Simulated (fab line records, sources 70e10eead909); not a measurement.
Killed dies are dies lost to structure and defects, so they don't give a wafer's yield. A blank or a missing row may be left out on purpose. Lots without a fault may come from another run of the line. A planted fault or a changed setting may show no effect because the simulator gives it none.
Chamber matching | flow nand_harc | NHARC_A_STAIRCASE_ALD_415 on ald_hk-03: 4 sister chambers
The step deposits SiO2, target thk 30 nm, pulse time 6 s, ald cycles 300. 4 wafers are shown with their chamber, then 10 later ones without.

WAFERS WITH THEIR CHAMBER
wafer  | chamber | heater_power_w (W)
L077.5 | 1       | 467
L083.5 | 3       | 502
L085.1 | 0       | 460
L085.3 | 2       | 446

WAFERS WITHOUT THEIR CHAMBER
wafer  | heater_power_w (W)
L085.5 | 463
L089.3 | 453
L089.4 | 458
L089.5 | 459
L091.1 | 468
L091.3 | 463
L091.6 | 444
L095.4 | 456
L095.5 | 459
L095.6 | 536

WHICH CHAMBER EACH WENT THROUGH
wafer  | from the rows above          | in truth
L085.5 | can't be placed: 0 or 1 or 2 | 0
L089.3 | can't be placed: 0 or 2 or 1 | 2
L089.4 | can't be placed: 0 or 1 or 2 | 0
L089.5 | can't be placed: 0 or 1 or 2 | 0
L091.1 | can't be placed: 1 or 0 or 2 | 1
L091.3 | can't be placed: 0 or 1 or 2 | 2
L091.6 | can't be placed: 2 or 0 or 1 | 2
L095.4 | can't be placed: 0 or 2 or 1 | 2
L095.5 | can't be placed: 0 or 1 or 2 | 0
L095.6 | 3                            | 3
Placed correctly: 1 of 10. Can't be placed from these rows: 9 (the true chamber is among the candidates in 9). Placed wrongly: 0.
How it was worked out, from the rows above alone: a wafer's distance from a chamber is the root of the sum, over the readings, of the square of ((its reading less the chamber's mean) divided by the reading's scatter). The wafer belongs to the nearest chamber; if the next one is less than 2 further off, it can't be placed. A chamber's mean is the mean of its shown wafers. The scatter: with one shown wafer a chamber, the root of the mean of the squares of how far each hidden wafer lies from its nearest shown one.
